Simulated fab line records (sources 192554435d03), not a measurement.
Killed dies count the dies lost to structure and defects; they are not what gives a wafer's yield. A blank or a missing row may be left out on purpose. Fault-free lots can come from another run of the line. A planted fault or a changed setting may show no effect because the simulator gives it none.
Chamber matching || flow n5_finfet || N5_BEOL_M5_CURE_80 on uv_cure-01 has 3 sister chambers
The step cures SiCOH lowk, time 120 s. 3 wafers are shown with their chamber, then 9 later ones without.

## WAFERS WITH THEIR CHAMBER
{"wafer": "L091.4", "chamber": 2, "wafer_temp_C_max": 372.7}
{"wafer": "L089.6", "chamber": 0, "wafer_temp_C_max": 370.8}
{"wafer": "L092.6", "chamber": 1, "wafer_temp_C_max": 371.3}

## WAFERS MISSING THEIR CHAMBER
{"wafer": "L093.1", "wafer_temp_C_max": 370.8}
{"wafer": "L093.5", "wafer_temp_C_max": 370.6}
{"wafer": "L093.6", "wafer_temp_C_max": 370.7}
{"wafer": "L096.2", "wafer_temp_C_max": 372.1}
{"wafer": "L096.3", "wafer_temp_C_max": 372.0}
{"wafer": "L096.4", "wafer_temp_C_max": 372.3}
{"wafer": "L097.2", "wafer_temp_C_max": 370.5}
{"wafer": "L097.3", "wafer_temp_C_max": 370.8}
{"wafer": "L097.6", "wafer_temp_C_max": 371.0}

## EACH ONE'S CHAMBER
{"wafer": "L093.1", "from the rows above": "can't be placed: 0 or 1", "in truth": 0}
{"wafer": "L093.5", "from the rows above": "can't be placed: 0 or 1", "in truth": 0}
{"wafer": "L093.6", "from the rows above": "can't be placed: 0 or 1", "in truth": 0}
{"wafer": "L096.2", "from the rows above": "can't be placed: 2 or 1 or 0", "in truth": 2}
{"wafer": "L096.3", "from the rows above": "can't be placed: 1 or 2 or 0", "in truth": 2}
{"wafer": "L096.4", "from the rows above": "can't be placed: 2 or 1", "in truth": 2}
{"wafer": "L097.2", "from the rows above": "can't be placed: 0 or 1", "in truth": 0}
{"wafer": "L097.3", "from the rows above": "can't be placed: 0 or 1", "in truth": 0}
{"wafer": "L097.6", "from the rows above": "can't be placed: 0 or 1", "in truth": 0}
0 of 9 placed correctly. These rows do not allow placing 9 (true chamber among the candidates in 9). Number placed wrongly: 0.
How it was worked out, from the rows above alone: a wafer's distance from a chamber is the root of the sum, over the readings, of the square of ((its reading less the chamber's mean) divided by the reading's scatter). If the next closest chamber is less than 2 further off than the closest, the wafer can't be placed; otherwise it belongs to the closest. Each chamber's mean is taken over the wafers shown for it. The scatter (one wafer shown for each chamber): square how far every hidden wafer sits from the nearest shown wafer, average those squares and take the square root.
